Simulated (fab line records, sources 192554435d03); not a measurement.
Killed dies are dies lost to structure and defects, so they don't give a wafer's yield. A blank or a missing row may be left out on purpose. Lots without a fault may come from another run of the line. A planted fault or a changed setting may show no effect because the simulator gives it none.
Split-lot experiment | flow n5_finfet | 7 lots, 21 wafers read, on a route of 1938 steps

THE SPLIT
At N5_BEOL_M6_EXPOSE_08 (exposes mask M6), the setting dose_mj was moved away from the recipe's 68.25 on 8 of the 21 wafers read, by -6.5% to +3.2%. The other wafers ran this setting at the recipe's value.

FROM THE SPLIT TO THE READING: what the file shows between them, 15 steps
- N5_BEOL_M6_PEB_09: peb time 60 s
- N5_BEOL_M6_DEVELOP_10: develop time 30 s
- N5_BEOL_M6_CD_MEAS_11: target cd 38.5 nm
- N5_BEOL_M6_DESCUM_16: chemistry O2, time 7.9 s
- N5_BEOL_M6_ETCH_61: etches SiARC in CF4, target depth 45.5 nm, time 75.8 s
- N5_BEOL_M6_ETCH_62: etches SOC in N2/H2, target depth 110 nm, overetch 22 nm, time 165 s
- N5_BEOL_M6_STRIP_68: strips in N2/H2
- N5_BEOL_M6_STRIP_67: strips in CF4
- N5_BEOL_M6_HM_OPEN_17: chemistry Cl2/BCl3, target TiN, target depth 20 nm, overetch 6 nm
- N5_BEOL_M6_STRIP_19: strips in O2
- N5_BEOL_M6_CD_MEAS_18: pitch 80 nm, target cd 40 nm
- N5_BEOL_M6_COAT_63: time 60 s, resist thk 60 nm
- N5_BEOL_M6_COAT_64: time 60 s, resist thk 12 nm
- N5_BEOL_M6_PRECLEAN_42: cleans in residue remover, time 60 s
- N5_BEOL_M6_SRD_43: time 30 s

THE READING
cd_nm, in nm, at N5_BEOL_M6_CD_MEAS_35 (target cd 40 nm, target cd y 28 nm). Fault-free wafers of this fab line usually give 40.0 nm, standard deviation 0.6 nm.

wafer  | tool, chamber at the split | dose_mj as run | against the recipe | cd_nm, nm | against lot-mates on the recipe
L080.2 | arfi_scanner-01, 0         | 68.25          | recipe             | 39.6      | -
L080.3 | arfi_scanner-01, 0         | 68.25          | recipe             | 39.8      | -
L080.6 | arfi_scanner-01, 0         | 68.25          | recipe             | 39.4      | -
L083.4 | arfi_scanner-01, 0         | 68.25          | recipe             | 40.8      | -
L083.5 | arfi_scanner-01, 0         | 68.25          | recipe             | 39.8      | -
L083.6 | arfi_scanner-01, 0         | 65.06          | -4.7%              | 38.0      | -2.3
L084.1 | arfi_scanner-03, 0         | 68.25          | recipe             | 41.1      | -
L084.2 | arfi_scanner-03, 0         | 68.25          | recipe             | 41.0      | -
L084.4 | arfi_scanner-03, 0         | 68.25          | recipe             | 39.5      | -
L085.1 | arfi_scanner-01, 0         | 70.43          | +3.2%              | 41.5      | +1.1
L085.3 | arfi_scanner-01, 0         | 68.25          | recipe             | 40.4      | -
L085.4 | arfi_scanner-01, 0         | 70.43          | +3.2%              | 41.0      | +0.6
L086.1 | arfi_scanner-01, 0         | 63.81          | -6.5%              | 36.4      | -3.1
L086.2 | arfi_scanner-01, 0         | 68.25          | recipe             | 39.5      | -
L086.5 | arfi_scanner-01, 0         | 63.81          | -6.5%              | 36.6      | -2.9
L088.3 | arfi_scanner-03, 0         | 68.25          | recipe             | 40.3      | -
L088.4 | arfi_scanner-03, 0         | 70.23          | +2.9%              | 41.4      | +1.1
L088.6 | arfi_scanner-03, 0         | 70.23          | +2.9%              | 41.6      | +1.3
L092.2 | arfi_scanner-02, 0         | 68.25          | recipe             | 40.9      | -
L092.3 | arfi_scanner-02, 0         | 69.73          | +2.2%              | 41.0      | +0.2
L092.5 | arfi_scanner-02, 0         | 68.25          | recipe             | 40.8      | -

THE FIT
A straight line over all 21 wafers: cd_nm changes by +0.499 nm for each +1% of dose_mj; r = +0.93; the points scatter about the line by 0.57 nm.
The same after taking each lot's own level away (the mean of its wafers on the recipe; 21 wafers): +0.418 nm for each +1%; r = +0.94; scatter 0.42 nm.
On that fit, the largest move of dose_mj shifts the reading by 2.7 nm.
The lots' own levels span 39.50 to 40.85 nm, that is 2.2 times the standard deviation above.
So the lot-to-lot level changes the slope: the two fits differ.
Check: with one of the wafers moved furthest among these (-6.5%) left out of the fit, the line predicts -2.73 nm for it against its lot-mates. It came out at -3.1 nm against them.

THE WHOLE CHAIN: every reading that the file lists as answering this split, in the file's order
step                  | what it does                                                         | reading                                                               | change (the file's fit)               | r (the file's)
N5_BEOL_M6_CD_MEAS_11 | target cd 38.5 nm                                                    | cd_nm                                                                 | +0.459 nm for each +1% of the setting | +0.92
N5_BEOL_M6_ETCH_61    | etches SiARC in CF4, target depth 45.5 nm, time 75.8 s               | BEOL_M6.cd_offset_nm (the simulator's own value, which no gauge read) | +0.415 nm for each +1% of the setting | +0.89
N5_BEOL_M6_ETCH_62    | etches SOC in N2/H2, target depth 110 nm, overetch 22 nm, time 165 s | BEOL_M6.cd_offset_nm (the simulator's own value, which no gauge read) | +0.392 nm for each +1% of the setting | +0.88
N5_BEOL_M6_CD_MEAS_18 | pitch 80 nm, target cd 40 nm                                         | cd_nm                                                                 | +0.402 nm for each +1% of the setting | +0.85
N5_BEOL_M6_CD_MEAS_35 | target cd 40 nm, target cd y 28 nm                                   | cd_nm                                                                 | +0.425 nm for each +1% of the setting | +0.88

THE FILE'S OWN FIT
cd_nm changes by +0.425 nm for each +1% of dose_mj, r = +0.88.
